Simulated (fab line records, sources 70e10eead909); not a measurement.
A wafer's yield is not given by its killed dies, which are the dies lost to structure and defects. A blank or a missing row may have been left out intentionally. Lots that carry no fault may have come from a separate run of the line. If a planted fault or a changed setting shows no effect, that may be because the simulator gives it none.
Which tool did it? + flow nand_harc + 6 lots, 18 wafers sampled, at 5 steps of a route of 1302

WHAT EACH GAUGE READ, for each wafer
NHARC_END_SORT_01.
lot + measured + on + killed_at_array

EACH LOT AND THE TOOL THAT RAN IT (in order: tool; ch and the chambers of the sampled wafers; start)
| lot  | NHARC_A_SLIT_STRIP_18                         | NHARC_A_WL_FILL_RTA_01           | NHARC_A_WL_FILL_ETCHBACK_16        | NHARC_A_WL_FILL_ETCHBACK_26      |
|------|-----------------------------------------------|----------------------------------|------------------------------------|----------------------------------|
| L933 | rie_diel-04 ch 0,2,3, day 21 02:35 or earlier | rtp_anneal-02 ch 0, day 21 02:35 | rie_diel-01 ch 0,1, day 21 13:40   | rie_si-06 ch 1,2, day 21 18:59   |
| L937 | rie_diel-12 ch 1,2,3, day 22 05:46 or earlier | rtp_anneal-01 ch 0, day 22 05:46 | rie_diel-10 ch 1,2,3, day 22 17:10 | rie_si-06 ch 2,3, day 22 22:34   |
| L946 | rie_diel-02 ch 1,2, day 26 05:19 or earlier   | rtp_anneal-02 ch 0, day 26 05:19 | rie_diel-10 ch 0,1,2, day 26 20:45 | rie_si-06 ch 1,2,3, day 27 02:10 |
| L950 | rie_diel-04 ch 0,1,2, day 27 16:53 or earlier | rtp_anneal-01 ch 0, day 27 16:53 | rie_diel-10 ch 1,2,3, day 28 03:50 | rie_si-04 ch 0,2, day 28 09:09   |
| L954 | rie_diel-02 ch 1,2, day 28 21:28 or earlier   | rtp_anneal-01 ch 0, day 28 21:28 | rie_diel-01 ch 1,3, day 29 13:56   | rie_si-06 ch 0,2,3, day 29 19:20 |
| L955 | rie_diel-12 ch 0,2, day 29 23:38 or earlier   | rtp_anneal-01 ch 0, day 29 23:38 | rie_diel-01 ch 1,2, day 30 10:42   | rie_si-06 ch 0,2,3, day 30 16:03 |
- NHARC_A_SLIT_STRIP_18: strips in O2.
- NHARC_A_WL_FILL_RTA_01: time 5 s.
- NHARC_A_WL_FILL_ETCHBACK_16: etches the open film in C4F8/O2/Ar, target depth 120 nm, time 24 s.
- NHARC_A_WL_FILL_ETCHBACK_26: etches the open film in HBr, target depth 52 nm, time 13.3 s.

THE ANSWER, worked out from the rows above alone
Rule: usual is defined by the lots themselves. Put in order of their means at a reading, lots are off if they are a third of the lots or fewer, leave a main group of 4 or more, and stand apart from it by a gap of 3 or more times the standard deviation of the main group's means; of several such gaps the widest counts. A main group whose means are all the same, to the digits that the tables above print for the reading, isn't used. Also off: a lot with no number at a reading for which 4 or more lots have one. The other lots that the step has rows for count as sound.
No lot is off at any reading shown: from this, nothing can be told.

WHAT THE SIMULATOR HAD INSERTED
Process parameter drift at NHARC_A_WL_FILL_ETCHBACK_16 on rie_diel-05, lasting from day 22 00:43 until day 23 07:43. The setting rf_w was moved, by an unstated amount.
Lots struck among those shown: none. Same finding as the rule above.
